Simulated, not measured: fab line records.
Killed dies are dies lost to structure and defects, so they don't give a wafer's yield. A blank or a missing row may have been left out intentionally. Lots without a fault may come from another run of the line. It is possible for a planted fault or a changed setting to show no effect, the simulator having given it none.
Chamber matching | flow n5_finfet | 4 sister chambers for N5_BEOL_M4_DESCUM_16 on rie_diel-06
The step chemistry O2, time 7 s. 14 wafers are shown with their chamber, then 7 later ones without.

== EACH WAFER AND ITS CHAMBER ==
wafer  | chamber | showerhead_plenum_p_Torr (Torr) | throttle_valve_pct (%) | oes_product_au (a.u.)
L074.3 | 3       | 2.22                            | 20.22                  | 0.90
L074.4 | 0       | 2.07                            | 20.87                  | 0.70
L074.5 | 1       | 1.96                            | 20.91                  | 0.67
L075.1 | 0       | 2.07                            | 20.87                  | 0.68
L075.3 | 3       | 2.22                            | 20.21                  | 0.90
L075.6 | 0       | 2.07                            | 20.85                  | 0.70
L079.1 | 0       | 2.07                            | 20.88                  | 0.67
L079.4 | 2       | 2.01                            | 20.85                  | 0.72
L079.6 | 2       | 2.01                            | 20.83                  | 0.72
L082.1 | 3       | 2.21                            | 20.24                  | 0.87
L082.5 | 2       | 2.00                            | 20.86                  | 0.71
L082.6 | 3       | 2.21                            | 20.23                  | 0.87
L083.4 | 0       | 2.07                            | 20.88                  | 0.68
L083.5 | 0       | 2.07                            | 20.89                  | 0.68

SIGNATURES, as means of the wafers listed above
reading                  | chamber 0 | chamber 1 | chamber 2 | chamber 3 | scatter within a chamber
showerhead_plenum_p_Torr | 2.0700    | 1.9600    | 2.0067    | 2.2150    | 0.00408
throttle_valve_pct       | 20.8733   | 20.9100   | 20.8467   | 20.2250   | 0.0138
oes_product_au           | 0.6850    | 0.6700    | 0.7167    | 0.8850    | 0.0131
Rule: distance of a wafer from a chamber = root of the sum over the readings of ((wafer's reading minus chamber's mean) / reading's scatter) squared. The wafer belongs to the nearest chamber; if the next one is less than 2 further off, it can't be placed. The scatter is the square root of a quotient: the sum, over the shown wafers, of each reading's squared deviation from its chamber's mean, divided by wafers minus chambers.

== WAFERS WHOSE CHAMBER IS MISSING ==
wafer  | showerhead_plenum_p_Torr (Torr) | throttle_valve_pct (%) | oes_product_au (a.u.)
L083.6 | 2.22                            | 20.57                  | 0.94
L086.1 | 2.00                            | 20.87                  | 0.70
L086.2 | 2.21                            | 20.25                  | 0.86
L086.3 | 2.22                            | 20.58                  | 0.93
L090.3 | 2.21                            | 20.59                  | 0.92
L090.4 | 2.20                            | 20.27                  | 0.84
L090.5 | 2.00                            | 20.89                  | 0.70

== EACH ONE'S CHAMBER ==
wafer  | from the rows above | in truth
L083.6 | 3                   | 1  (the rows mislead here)
L086.1 | 2                   | 2
L086.2 | 3                   | 3
L086.3 | 3                   | 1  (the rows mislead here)
L090.3 | 3                   | 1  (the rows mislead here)
L090.4 | 3                   | 3
L090.5 | 2                   | 2
Correctly placed: 4 of 7. Left unplaced by these rows: 0. Placed wrongly: 3.
